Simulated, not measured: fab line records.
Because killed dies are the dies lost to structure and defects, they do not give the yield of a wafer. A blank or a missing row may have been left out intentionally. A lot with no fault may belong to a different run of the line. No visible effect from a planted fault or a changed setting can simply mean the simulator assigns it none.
Chamber matching + flow n5-finfet + N5_BEOL_M1_ETCH_63 on rie-diel-04 has 4 sister chambers
The step etches SiARC in CF4, target depth 15.6 nm, time 26 s. 24 wafers are shown with their chamber, then 12 later ones without.

## WAFERS WITH THEIR CHAMBER
| wafer  | chamber | drypump-motor-current-A (A) | showerhead-plenum-p-Torr (Torr) | throttle-valve-pct (%) |
|--------|---------|-----------------------------|---------------------------------|------------------------|
| L076.3 | 0       | 4.7                         | 2.04                            | 15.70                  |
| L076.4 | 2       | 5.7                         | 2.21                            | 15.28                  |
| L076.6 | 0       | 4.7                         | 2.04                            | 15.71                  |
| L077.1 | 2       | 5.7                         | 2.21                            | 15.30                  |
| L077.2 | 0       | 4.7                         | 2.04                            | 15.73                  |
| L077.3 | 1       | 6.1                         | 2.13                            | 15.90                  |
| L077.4 | 0       | 4.7                         | 2.04                            | 15.72                  |
| L077.5 | 2       | 5.7                         | 2.21                            | 15.29                  |
| L077.6 | 1       | 6.1                         | 2.13                            | 15.90                  |
| L078.1 | 1       | 6.1                         | 2.12                            | 15.91                  |
| L078.2 | 0       | 4.7                         | 2.04                            | 15.73                  |
| L078.3 | 2       | 5.7                         | 2.21                            | 15.30                  |
| L078.4 | 0       | 4.7                         | 2.04                            | 15.72                  |
| L078.5 | 1       | 6.1                         | 2.12                            | 15.93                  |
| L078.6 | 2       | 5.7                         | 2.21                            | 15.29                  |
| L079.1 | 2       | 5.8                         | 2.21                            | 15.30                  |
| L079.2 | 3       | 5.9                         | 2.13                            | 16.11                  |
| L079.3 | 0       | 4.7                         | 2.04                            | 15.74                  |
| L079.4 | 2       | 5.7                         | 2.21                            | 15.30                  |
| L079.5 | 3       | 5.9                         | 2.13                            | 16.10                  |
| L079.6 | 0       | 4.7                         | 2.04                            | 15.73                  |
| L080.1 | 0       | 4.7                         | 2.03                            | 15.74                  |
| L080.2 | 3       | 5.9                         | 2.13                            | 16.09                  |
| L080.4 | 0       | 4.7                         | 2.04                            | 15.74                  |

SIGNATURES, as means of the wafers listed above
| reading                  | chamber 0 | chamber 1 | chamber 2 | chamber 3 | scatter within a chamber |
|--------------------------|-----------|-----------|-----------|-----------|--------------------------|
| drypump-motor-current-A  | 4.700     | 6.100     | 5.714     | 5.900     | 0.0207                   |
| showerhead-plenum-p-Torr | 2.0390    | 2.1250    | 2.2100    | 2.1300    | 0.00308                  |
| throttle-valve-pct       | 15.7260   | 15.9100   | 15.2943   | 16.1000   | 0.0119                   |
Rule: distance of a wafer from a chamber = root of the sum over the readings of ((wafer's reading minus chamber's mean) / reading's scatter) squared. If the next closest chamber is less than 2 further off than the closest, the wafer can't be placed; otherwise it belongs to the closest. How the scatter is found: for the shown wafers, subtract from each reading the mean of its chamber, square and add these, divide the total by (wafers less chambers), then take the root.

## WAFERS MISSING THEIR CHAMBER
| wafer  | drypump-motor-current-A (A) | showerhead-plenum-p-Torr (Torr) | throttle-valve-pct (%) |
|--------|-----------------------------|---------------------------------|------------------------|
| L081.2 | 4.7                         | 2.04                            | 15.75                  |
| L081.5 | 5.7                         | 2.21                            | 15.30                  |
| L081.6 | 6.0                         | 2.13                            | 16.11                  |
| L085.2 | 5.9                         | 2.13                            | 16.13                  |
| L085.4 | 6.1                         | 2.12                            | 15.41                  |
| L085.5 | 5.7                         | 2.20                            | 15.32                  |
| L087.3 | 5.7                         | 2.20                            | 15.31                  |
| L087.4 | 6.0                         | 2.12                            | 15.43                  |
| L087.5 | 5.9                         | 2.12                            | 16.12                  |
| L097.1 | 4.7                         | 2.03                            | 15.78                  |
| L097.3 | 6.1                         | 2.12                            | 15.46                  |
| L097.5 | 5.8                         | 2.20                            | 15.38                  |

## EACH ONE'S CHAMBER
| wafer  | from the rows above     | in truth                   |
|--------|-------------------------|----------------------------|
| L081.2 | 0                       | 0                          |
| L081.5 | 2                       | 2                          |
| L081.6 | 3                       | 3                          |
| L085.2 | 3                       | 3                          |
| L085.4 | 2                       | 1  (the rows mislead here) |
| L085.5 | 2                       | 2                          |
| L087.3 | 2                       | 2                          |
| L087.4 | 2                       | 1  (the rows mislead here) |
| L087.5 | 3                       | 3                          |
| L097.1 | 0                       | 0                          |
| L097.3 | can't be placed: 2 or 1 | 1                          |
| L097.5 | 2                       | 2                          |
Placed correctly: 9 of 12. These rows do not allow placing 1 (true chamber among the candidates in 1). Placed wrongly: 2.
